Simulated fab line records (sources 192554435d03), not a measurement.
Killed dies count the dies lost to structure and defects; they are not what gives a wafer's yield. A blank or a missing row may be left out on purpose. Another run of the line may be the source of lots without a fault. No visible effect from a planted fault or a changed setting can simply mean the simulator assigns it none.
Lot-split experiment    flow n5Finfet    7 lots, 21 wafers read, on a route of 1938 steps

THE SPLIT ITSELF
At N5_BEOL_M12_COAT_58 (time 60 s, resist thk 89 nm), the setting spinRpm was moved away from the recipe's 1500 rpm on 4 of the 21 wafers read, by +4.0% to +9.1%. The other wafers ran this setting at the recipe's value.

FROM THE SPLIT TO THE READING: what the file shows between them, 4 steps
- N5_BEOL_M12_COAT_04: resist thk 400 nm (also split here: spinRpm)
- N5_BEOL_M12_EBR_06
- N5_BEOL_M12_SOFTBAKE_05: time 60 s
- N5_BEOL_M12_DESCUM_15: chemistry O2, time 7.9 s

THE READING
etch.depthNm (the simulator's own value, which no gauge read), in nm, at N5_BEOL_M12_ETCH_59 (etches BARC in N2/H2, target depth 89 nm, overetch 26.7 nm, time 67.9 s). The file does not state a usual value for it. Here, 17 wafers ran the recipe; their average is 88.95 nm with a standard deviation of 0.2 nm.

wafer   tool, chamber at the split  spinRpm as run, rpm  against the recipe  etch.depthNm, nm  against lot-mates on the recipe
L077.3  lithoTrack-02, 0            1500                 recipe              89.22             -
L077.5  lithoTrack-02, 0            1500                 recipe              89.22             -
L077.6  lithoTrack-02, 0            1500                 recipe              88.95             -
L076.3  lithoTrack-05, 0            1500                 recipe              88.58             -
L076.4  lithoTrack-05, 0            1500                 recipe              88.93             -
L076.6  lithoTrack-05, 0            1500                 recipe              88.43             -
L078.4  lithoTrack-05, 0            1500                 recipe              89.14             -
L078.5  lithoTrack-05, 0            1500                 recipe              88.9              -
L078.6  lithoTrack-05, 0            1500                 recipe              88.96             -
L083.3  lithoTrack-02, 0            1618                 +7.9%               85.57             -3.36
L083.5  lithoTrack-02, 0            1500                 recipe              88.92             -
L083.6  lithoTrack-02, 0            1500                 recipe              88.94             -
L090.3  lithoTrack-02, 0            1636                 +9.1%               85.25             -3.98
L090.4  lithoTrack-02, 0            1636                 +9.1%               85.13             -4.10
L090.6  lithoTrack-02, 0            1500                 recipe              89.23             -
L094.2  lithoTrack-02, 0            1500                 recipe              88.93             -
L094.3  lithoTrack-02, 0            1500                 recipe              88.87             -
L094.4  lithoTrack-02, 0            1500                 recipe              88.93             -
L082.2  lithoTrack-05, 0            1500                 recipe              88.93             -
L082.4  lithoTrack-05, 0            1500                 recipe              89.08             -
L082.6  lithoTrack-05, 0            1560                 +4.0%               87.26             -1.74

THE FIT
A straight line over all 21 wafers: etch.depthNm changes by -0.419 nm for each +1% of spinRpm; r = -0.99; the points scatter about the line by 0.19 nm.
The same after taking each lot's own level away (the mean of its wafers on the recipe; 21 wafers): -0.44 nm for each +1%; r = -1.00; scatter 0.11 nm.
The reading moves by 4 nm for the largest change in spinRpm, on that fit.
The span of the lots' own levels, 88.647 to 89.230 nm, comes to 2.9 times the standard deviation stated above.
The two slopes agree, so the slope changes little with the lot-to-lot level.
Check: -4 nm against its lot-mates is what the line predicts for one of the wafers moved furthest among these (+9.1%) when that wafer is left out of the fit. Against them it came out at -3.98 nm.

ADDITIONAL SPLITS CARRIED BY THESE WAFERS
Note: prior to the reading, these wafers also went through further splits. Each is held against what the fit with the lots' levels taken away leaves over:
other split on the same wafers     wafers away from the commonest value  r with etch.depthNm (lot level and that fit taken away)
N5_BEOL_M9_TRENCH_ETCH_37 sourceW  8                                     +0.02
N5_BEOL_M11_ILD_DEP_00 timeS       6                                     +0.00
N5_BEOL_M12_COAT_04 spinRpm        9                                     +0.16

THE WHOLE CHAIN: every reading that the file lists as answering this split, in the file's order
step                  what it does                                                             reading                                                                          change (the file's fit)                r (the file's)
N5_BEOL_M12_COAT_58   time 60 s, resist thk 89 nm                                              BARC_of_BEOL_M12_COAT_58.thkNm (the simulator's own value, which no gauge read)  -0.439 nm for each +1% of the setting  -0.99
N5_BEOL_M12_ETCH_59   etches BARC in N2/H2, target depth 89 nm, overetch 26.7 nm, time 67.9 s  etch.depthNm (the simulator's own value, which no gauge read)                    -0.438 nm for each +1% of the setting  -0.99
N5_BEOL_M12_STRIP_64  strips in N2/H2                                                          stripTimeToEndpointS                                                             withheld for each +1% of the setting   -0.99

THE FILE'S OWN FIT
etch.depthNm changes by -0.438 nm for each +1% of spinRpm, r = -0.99.
